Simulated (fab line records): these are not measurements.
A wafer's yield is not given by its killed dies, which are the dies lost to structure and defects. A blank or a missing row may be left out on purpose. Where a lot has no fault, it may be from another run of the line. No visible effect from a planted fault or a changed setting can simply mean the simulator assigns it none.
fab line records	flow nandHarc
record: lots: 14	wafers: 42	lastDay: 34
route steps=1302 shown A_ONON_D2@551 END@1302
lots untouched by any fault: they come from a run of this same line in which no faults occurred
startH: hours from the record's first day to the start of the lot's first wafer shown	waitH: hours since the lot's step before	" same as the row above	L1.1+2: a row that stands for several wafers	- no value, or no start given	* or withheld: withheld	< > ~ a bound
route shown NAME@n: NAME is a module with steps in the file, n the number in the route of the first one	usual: average and standard deviation across the fault-free wafers	same: alike in all rows	chamber/n: place in a boat	sites: readings site by site	_std_site: how widely they spread, as a standard deviation	_edge_site: mean of outer sites minus mean of inner sites	radiusMm: for every site, how far away it sits from the centre of the wafer	mask NAME#n: copy n	behind: the last tool/chamber to shape the wafer	hold: reason for holding the lot/hours on hold/outcome of the hold	device: the n, p or np transistor that did not switch	end of line: at the end of the route, the tests of the same wafers	step lacking rows: just its recipe	killed: the dies lost at the first sort to structure and to defects; this is not the yield of the wafer	map: the dies of a wafer, with x for killed, . for not killed, _ for no die there
set.NAME: the setting the step ran with; set.NAME@STEP: the setting that earlier step ran with	model.NAME: the simulator's own value behind a step, which no gauge read
one table for each step of the route and one row for each wafer, over a sample of lots
services: a tool's chamber out of use, with start hour (startH, from the record's first day; less than 0 if before it), hours out, and reason
== steps ==
step: NHARC_A_ONON_D2_DEP_09
recipe: targetThkA: 10000	n2FlowSccm: 2750	n2oFlowSccm: 2000	nh3FlowSccm: 500	sih4FlowSccm: 210	tempC: 400
usual: sih4FlowSccm: 209.7/0.66
lot.wafer	tool	chamber	startH	waitH	sih4FlowSccm
L254.1	pecvdOnon-04	0	269.85	0.1	209.8
L254.3	"	0	"	"	209.7
L254.5	"	0	"	"	210.6
L255.1	pecvdOnon-03	0	292.82	0.1	208.5
L255.2	"	0	"	"	209.5
L255.4	"	0	"	"	209.6
L257.1	pecvdOnon-01	0	299.76	0.1	209.7
L257.5	"	0	"	"	208.8
L257.6	"	0	"	"	209.9
L262.1	pecvdOnon-04	0	358.91	0.1	209.5
L262.2	"	0	"	"	209.6
L262.3	"	0	"	"	209.5
L263.1	pecvdOnon-03	0	358.97	0.1	210.0
L263.5	"	0	"	"	210.1
L263.6	"	0	"	"	209.7
L264.3	pecvdOnon-04	0	370.78	0.2	210.1
L264.4	"	0	"	"	208.9
L264.6	"	0	"	"	209.9
L265.2	pecvdOnon-01	0	391.07	0.1	209.6
L265.4	"	0	"	"	208.9
L265.6	"	0	"	"	209.5
L270.2	pecvdOnon-03	0	439.13	0.1	209.3
L270.4	"	0	"	"	209.5
L270.6	"	0	"	"	209.8
L271.1	pecvdOnon-04	0	446.88	0.1	211.6
L271.2	"	0	"	"	210.2
L271.4	"	0	"	"	210.8
L272.3	pecvdOnon-03	0	455.41	0.3	210.1
L272.4	"	0	"	"	209.1
L272.5	"	0	"	"	208.9
L274.2	pecvdOnon-03	0	470.73	0.1	209.9
L274.3	"	0	"	"	209.9
L274.4	"	0	"	"	210.0
L275.1	pecvdOnon-01	0	491.17	0.1	210.3
L275.2	"	0	"	"	209.2
L275.3	"	0	"	"	209.3
L276.1	pecvdOnon-04	0	508.10	0.1	209.3
L276.2	"	0	"	"	209.2
L276.5	"	0	"	"	209.5
L277.2	pecvdOnon-01	0	518.09	0.1	210.3
L277.4	"	0	"	"	209.7
L277.6	"	0	"	"	209.0
step: NHARC_A_ONON_D2_THK_MEAS_11
recipe: thkMeasGauge: ellipsometry
usual: thkNm: 1001/7.8
lot.wafer	tool	chamber	startH	waitH	thkNm
L254.1	filmMetro-02	-	270.37	-	1011
L254.3	"	-	"	"	1010
L254.5	"	-	"	"	1009
L255.1	filmMetro-01	-	293.33	-	1014
L255.2	"	-	"	"	1012
L255.4	"	-	"	"	1014
L257.1	filmMetro-01	-	300.27	-	1019
L257.5	"	-	"	"	1017
L257.6	"	-	"	"	1018
L262.1	filmMetro-02	-	359.42	-	941
L262.2	"	-	"	"	941
L262.3	"	-	"	"	940
L263.1	filmMetro-02	-	359.48	-	992
L263.5	"	-	"	"	992
L263.6	"	-	"	"	992
L264.3	filmMetro-02	-	371.17	-	963
L264.4	"	-	"	"	964
L264.6	"	-	"	"	963
L265.2	filmMetro-02	-	391.52	-	1006
L265.4	"	-	"	"	1006
L265.6	"	-	"	"	1007
L270.2	filmMetro-02	-	439.58	-	1002
L270.4	"	-	"	"	1003
L270.6	"	-	"	"	1004
L271.1	filmMetro-02	-	447.39	-	1004
L271.2	"	-	"	"	1003
L271.4	"	-	"	"	1003
L272.3	filmMetro-01	-	455.80	-	1004
L272.4	"	-	"	"	1006
L272.5	"	-	"	"	1004
L274.2	filmMetro-02	-	471.18	-	1003
L274.3	"	-	"	"	1004
L274.4	"	-	"	"	1003
L275.1	filmMetro-02	-	491.68	-	1000
L275.2	"	-	"	"	1001
L275.3	"	-	"	"	1001
L276.1	filmMetro-01	-	508.61	-	993
L276.2	"	-	"	"	997
L276.5	"	-	"	"	995
L277.2	filmMetro-02	-	518.54	-	998
L277.4	"	-	"	"	1000
L277.6	"	-	"	"	1000
step: NHARC_A_ONON_D2_THK_MEAS_18
recipe: thkMeasGauge: ellipsometry
usual: thkNm: 1001/10
lot.wafer	tool	chamber	startH	waitH	thkNm
L254.1	filmMetro-02	-	278.87	-	1021
L254.3	"	-	"	"	1023
L254.5	"	-	"	"	1021
L255.1	filmMetro-01	-	301.59	-	1003
L255.2	"	-	"	"	1000
L255.4	"	-	"	"	999
L257.1	filmMetro-01	-	309.46	-	994
L257.5	"	-	"	"	994
L257.6	"	-	"	"	994
L262.1	filmMetro-01	-	368.02	-	992
L262.2	"	-	"	"	991
L262.3	"	-	"	"	991
L263.1	filmMetro-02	-	368.06	-	1001
L263.5	"	-	"	"	1000
L263.6	"	-	"	"	1004
L264.3	filmMetro-02	-	388.07	-	990
L264.4	"	-	"	"	992
L264.6	"	-	"	"	991
L265.2	filmMetro-02	-	399.52	-	1000
L265.4	"	-	"	"	1002
L265.6	"	-	"	"	1004
L270.2	filmMetro-02	-	449.04	-	991
L270.4	"	-	"	"	990
L270.6	"	-	"	"	989
L271.1	filmMetro-01	-	455.45	-	1008
L271.2	"	-	"	"	1009
L271.4	"	-	"	"	1011
L272.3	filmMetro-01	-	464.09	-	995
L272.4	"	-	"	"	994
L272.5	"	-	"	"	994
L274.2	filmMetro-02	-	479.49	-	1016
L274.3	"	-	"	"	1017
L274.4	"	-	"	"	1018
L275.1	filmMetro-01	-	500.39	-	1013
L275.2	"	-	"	"	1012
L275.3	"	-	"	"	1011
L276.1	filmMetro-02	-	516.96	-	986
L276.2	"	-	"	"	985
L276.5	"	-	"	"	985
L277.2	filmMetro-02	-	528.07	-	1007
L277.4	"	-	"	"	1007
L277.6	"	-	"	"	1006
step: NHARC_A_ONON_D2_THK_MEAS_21
recipe: thkMeasGauge: ellipsometry
usual: thkNm: 1002/9
lot.wafer	tool	chamber	startH	waitH	thkNm
L254.1	filmMetro-02	-	279.44	-	1010
L254.3	"	-	"	"	1009
L254.5	"	-	"	"	1011
L255.1	filmMetro-01	-	302.15	-	997
L255.2	"	-	"	"	995
L255.4	"	-	"	"	996
L257.1	filmMetro-02	-	310.02	-	1013
L257.5	"	-	"	"	1013
L257.6	"	-	"	"	1012
L262.1	filmMetro-01	-	368.59	-	994
L262.2	"	-	"	"	996
L262.3	"	-	"	"	995
L263.1	filmMetro-01	-	368.77	-	1007
L263.5	"	-	"	"	1008
L263.6	"	-	"	"	1007
L264.3	filmMetro-02	-	388.64	-	1005
L264.4	"	-	"	"	1007
L264.6	"	-	"	"	1005
L265.2	filmMetro-02	-	400.09	-	1002
L265.4	"	-	"	"	1002
L265.6	"	-	"	"	1002
L270.2	filmMetro-02	-	449.61	-	1012
L270.4	"	-	"	"	1013
L270.6	"	-	"	"	1014
L271.1	filmMetro-01	-	456.12	-	1004
L271.2	"	-	"	"	1004
L271.4	"	-	"	"	1004
L272.3	filmMetro-01	-	464.65	-	987
L272.4	"	-	"	"	987
L272.5	"	-	"	"	987
L274.2	filmMetro-01	-	480.06	-	995
L274.3	"	-	"	"	997
L274.4	"	-	"	"	995
L275.1	filmMetro-01	-	500.96	-	1004
L275.2	"	-	"	"	1002
L275.3	"	-	"	"	1001
L276.1	filmMetro-02	-	517.53	-	990
L276.2	"	-	"	"	992
L276.5	"	-	"	"	989
L277.2	filmMetro-02	-	528.64	-	993
L277.4	"	-	"	"	994
L277.6	"	-	"	"	991
step: NHARC_A_ONON_D2_THK_MEAS_24
recipe: thkMeasGauge: ellipsometry
usual: thkNm: 1000/9.4
lot.wafer	tool	chamber	startH	waitH	thkNm
L254.1	filmMetro-01	-	280.01	-	988
L254.3	"	-	"	"	985
L254.5	"	-	"	"	986
L255.1	filmMetro-02	-	302.72	-	996
L255.2	"	-	"	"	996
L255.4	"	-	"	"	998
L257.1	filmMetro-02	-	310.59	-	989
L257.5	"	-	"	"	988
L257.6	"	-	"	"	987
L262.1	filmMetro-02	-	369.16	-	1004
L262.2	"	-	"	"	1004
L262.3	"	-	"	"	1006
L263.1	filmMetro-02	-	369.51	-	990
L263.5	"	-	"	"	990
L263.6	"	-	"	"	989
L264.3	filmMetro-02	-	389.21	-	991
L264.4	"	-	"	"	990
L264.6	"	-	"	"	990
L265.2	filmMetro-02	-	400.66	-	1001
L265.4	"	-	"	"	1000
L265.6	"	-	"	"	1001
L270.2	filmMetro-02	-	450.17	-	998
L270.4	"	-	"	"	1001
L270.6	"	-	"	"	1000
L271.1	filmMetro-01	-	456.72	-	993
L271.2	"	-	"	"	993
L271.4	"	-	"	"	992
L272.3	filmMetro-02	-	465.22	-	1008
L272.4	"	-	"	"	1009
L272.5	"	-	"	"	1006
L274.2	filmMetro-01	-	480.62	-	1001
L274.3	"	-	"	"	1002
L274.4	"	-	"	"	1001
L275.1	filmMetro-01	-	501.52	-	1003
L275.2	"	-	"	"	1003
L275.3	"	-	"	"	1004
L276.1	filmMetro-01	-	518.11	-	1002
L276.2	"	-	"	"	1003
L276.5	"	-	"	"	1003
L277.2	filmMetro-02	-	529.20	-	996
L277.4	"	-	"	"	997
L277.6	"	-	"	"	997
step: NHARC_END_SORT_01
recipe: tempC: 25
usual: killedAtArray: 54/23	killedAtOther: 1.2/1.5	killedAtPeriphery: 3.9/2.5	killedDies: 59/23	killedOpen: 3.2/1.7	killedShort: 2.4/1.6
same: grossDies: 677
lot.wafer	tool	chamber	startH	waitH	killedAtArray	killedAtOther	killedAtPeriphery	killedDies	killedOpen	killedShort
L264.4	prober-02	0	661.30	3.4	74	0	0	74	0	3
L264.6	prober-02	0	662.90	4.0	82	1	2	85	7	4
killed by level:class
L264.4 A_CHANNEL_HOLE_D1:chamberFilmFlake=38 A_SLIT:chamberFilmFlake=23 A_CHANNEL_HOLE_D2:chamberFilmFlake=4 A_ZERO_WELL:chamberFilmFlake=3 A_CONTACT:chamberFilmFlake=2 A_DECK1_JOINT:geometricParticle:short=1 A_ONON_D2:geometricParticle:short=1 A_WL_FILL:geometricParticle:short=1
L264.6 A_CHANNEL_HOLE_D1:chamberFilmFlake=34 A_SLIT:chamberFilmFlake=29 A_M0:geometricParticle:open=3 A_ONON_D2:geometricParticle:short=2 A_ZERO_WELL:chamberFilmFlake=2 A_CHANNEL_FILL_D2:chamberFilmFlake=2 P_M0:geometricParticle:open=1 A_CHANNEL_FILL_D1:geometricParticle:short=1
== services ==
tool	chamber	startH	hours	kind
pecvdOnon-01	-	269.06	13.0	pm
pecvdOnon-04	-	311.23	13.0	pm
pecvdOnon-03	-	408.00	13.0	pm
pecvdOnon-01	-	450.06	13.0	pm
pecvdOnon-04	-	492.23	13.0	pm
== key ==
firstSign: step: NHARC_A_ONON_D2_THK_MEAS_11	reading: thkNm	direction: down	sigmas: 6.3	usual: 1001	struck: 952
effect none on later readings
metAt NHARC_A_ONON_D2_DEP_09
struckLots L262,L264
testerLeftOut L262,L264
notActingAt NHARC_A_ONON_D2_THK_MEAS_18,NHARC_A_ONON_D2_THK_MEAS_21,NHARC_A_ONON_D2_THK_MEAS_24
onsetBetween 269.85 358.91
fault: kind: processParameterDrift	tool: pecvdOnon-04	chamber: -	onsetH: 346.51	steps: NHARC_A_ONON_D2_DEP_09	channel: targetThkA	offset: *	shape: step	endH: 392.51	actsIn: *	stated: *
testerLeftOut: of these lots the tester's yield and bins aren't shown, on N5 and GAA mostly nor the transistor test; their killed dies are dies lost to structure and defects alone, not to doping, threshold or leakage, so they don't give the yield
